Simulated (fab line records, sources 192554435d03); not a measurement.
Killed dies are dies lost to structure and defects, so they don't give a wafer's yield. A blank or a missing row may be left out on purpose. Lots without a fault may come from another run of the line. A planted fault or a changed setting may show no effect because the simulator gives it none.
Lot-split experiment	flow n5Finfet	on a route of 1938 steps: 7 lots, 21 wafers read

== THE SPLIT ==
At N5_BEOL_M7_COAT_71 (time 60 s, resist thk 5 nm), the setting spinRpm was moved away from the recipe's 1500 rpm on 5 of the 21 wafers read, by -10.3% to +4.5%. This setting was run at the recipe's value on the other wafers.

== FROM THE SPLIT TO THE READING: what the file shows between them, 3 steps ==
- N5_BEOL_M7_COAT_22: resist thk 30 nm
- N5_BEOL_M7_EBR_24
- N5_BEOL_M7_DESCUM_33: chemistry O2, time 7 s

== THE READING ==
etch.depthNm (the simulator's own value, which no gauge read), in nm, at N5_BEOL_M7_ETCH_72 (etches underlayer in N2/H2, target depth 6.5 nm, time 5.2 s). There is no usual value for it anywhere in the file. The 16 wafers here that ran the recipe average 5.005 nm, standard deviation 0.01 nm.

wafer	tool, chamber at the split	spinRpm as run, rpm	against the recipe	etch.depthNm, nm	against lot-mates on the recipe
L074.2	lithoTrack-01, 0	1500	recipe	4.991	-
L074.5	lithoTrack-01, 0	1500	recipe	4.996	-
L074.6	lithoTrack-01, 0	1500	recipe	5.002	-
L077.1	lithoTrack-04, 0	1500	recipe	5.014	-
L077.3	lithoTrack-04, 0	1500	recipe	5.013	-
L077.4	lithoTrack-04, 0	1568	+4.5%	4.9	-0.114
L079.3	lithoTrack-02, 0	1500	recipe	5.013	-
L079.5	lithoTrack-02, 0	1500	recipe	5.009	-
L079.6	lithoTrack-02, 0	1346	-10.3%	5.298	+0.287
L080.2	lithoTrack-02, 0	1500	recipe	5.004	-
L080.3	lithoTrack-02, 0	1500	recipe	4.993	-
L080.5	lithoTrack-02, 0	1500	recipe	5	-
L090.4	lithoTrack-01, 0	1351	-9.9%	5.253	+0.254
L090.5	lithoTrack-01, 0	1500	recipe	4.997	-
L090.6	lithoTrack-01, 0	1500	recipe	5.001	-
L093.3	lithoTrack-01, 0	1500	recipe	5.033	-
L093.5	lithoTrack-01, 0	1428	-4.8%	5.143	+0.119
L093.6	lithoTrack-01, 0	1500	recipe	5.016	-
L097.1	lithoTrack-01, 0	1450	-3.3%	5.098	+0.098
L097.3	lithoTrack-01, 0	1500	recipe	4.999	-
L097.4	lithoTrack-01, 0	1500	recipe	5.001	-

FIT RESULTS
A straight line over all 21 wafers: etch.depthNm changes by -0.0266 nm for each +1% of spinRpm; r = -0.99; the points scatter about the line by 0.012 nm.
The same after taking each lot's own level away (the mean of its wafers on the recipe; 21 wafers): -0.0265 nm for each +1%; r = -1.00; scatter 0.0065 nm.
Per that fit: largest spinRpm move, reading shift of 0.27 nm.
Across the lots, their own levels run from 4.9963 to 5.0245 nm, a range of 2.7 times the standard deviation given above.
Consequently the slope shifts little with the lot-to-lot level, the two slopes agreeing.
Check: for one of the wafers moved furthest among these (-10.3%), held out of the fit, the line's prediction against its lot-mates is +0.263 nm. It came out at +0.287 nm against them.

== THE FILE'S OWN FIT ==
etch.depthNm changes by -0.0266 nm for each +1% of spinRpm, r = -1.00.
